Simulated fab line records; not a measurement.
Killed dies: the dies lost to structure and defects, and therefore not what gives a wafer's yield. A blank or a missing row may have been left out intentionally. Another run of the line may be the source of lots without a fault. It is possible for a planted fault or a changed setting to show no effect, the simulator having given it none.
Chamber matching ; flow n5Finfet ; N5_BEOL_M6_ETCH_72 on rieDiel-01: 4 sister chambers
The step etches underlayer in N2/H2, target depth 6.5 nm, time 5.2 s. 20 wafers are shown with their chamber, then 10 later ones without.

== WAFERS WITH THEIR CHAMBER ==
wafer;chamber;showerheadPlenumPTorr (Torr);throttleValvePct (%);etchRfOnTimeS (s)
L076.1;2;2.59;17.89;5.16
L076.2;1;2.40;17.65;5.34
L076.6;3;2.51;18.26;4.94
L077.2;0;2.64;17.97;5.58
L077.3;1;2.40;17.68;5.32
L077.4;2;2.59;17.87;5.18
L080.1;1;2.40;17.67;5.32
L080.2;0;2.64;17.98;5.59
L080.6;0;2.64;17.98;5.52
L079.3;3;2.50;18.27;4.87
L079.4;2;2.59;17.93;5.14
L079.6;2;2.59;17.90;5.14
L085.1;0;2.63;18.03;5.56
L085.2;2;2.58;17.89;5.16
L085.6;1;2.39;17.67;5.27
L092.1;2;2.58;17.92;5.25
L092.4;1;2.39;17.70;5.31
L092.5;1;2.39;17.71;5.34
L090.1;1;2.39;17.73;5.32
L090.4;2;2.57;17.95;5.18

SIGNATURES (averages over the wafers above)
reading;chamber 0;chamber 1;chamber 2;chamber 3;scatter within a chamber
showerheadPlenumPTorr;2.6375;2.3943;2.5843;2.5050;0.00646
throttleValvePct;17.9900;17.6871;17.9071;18.2650;0.0266
etchRfOnTimeS;5.5625;5.3171;5.1729;4.9050;0.0328
Rule: a wafer's distance from a chamber is the root of the sum, over the readings, of the square of ((its reading less the chamber's mean) divided by the reading's scatter). The wafer belongs to the nearest chamber; if the next one is less than 2 further off, it can't be placed. The scatter: the root of (the sum of the squares of (reading less its chamber's mean) over the shown wafers, divided by (wafers less chambers)).

== WAFERS WITHOUT THEIR CHAMBER ==
wafer;showerheadPlenumPTorr (Torr);throttleValvePct (%);etchRfOnTimeS (s)
L090.6;2.57;17.94;5.16
L093.1;2.50;17.80;4.75
L093.4;2.38;17.70;5.33
L093.5;2.63;18.03;5.53
L095.1;2.57;17.96;5.30
L095.3;2.62;18.06;5.54
L095.4;2.57;17.96;5.23
L097.1;2.57;18.00;5.19
L097.2;2.38;17.74;5.33
L097.5;2.62;18.06;5.53

== WHICH CHAMBER EACH ONE RAN IN ==
wafer;from the rows above;in truth
L090.6;2;2
L093.1;can't be placed: 3 or 2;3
L093.4;1;1
L093.5;0;0
L095.1;2;2
L095.3;0;0
L095.4;2;2
L097.1;2;2
L097.2;1;1
L097.5;0;0
9 of 10 placed correctly. Cannot be placed on the basis of these rows: 1; the candidates contain the true chamber in 1. 0 placed wrongly.
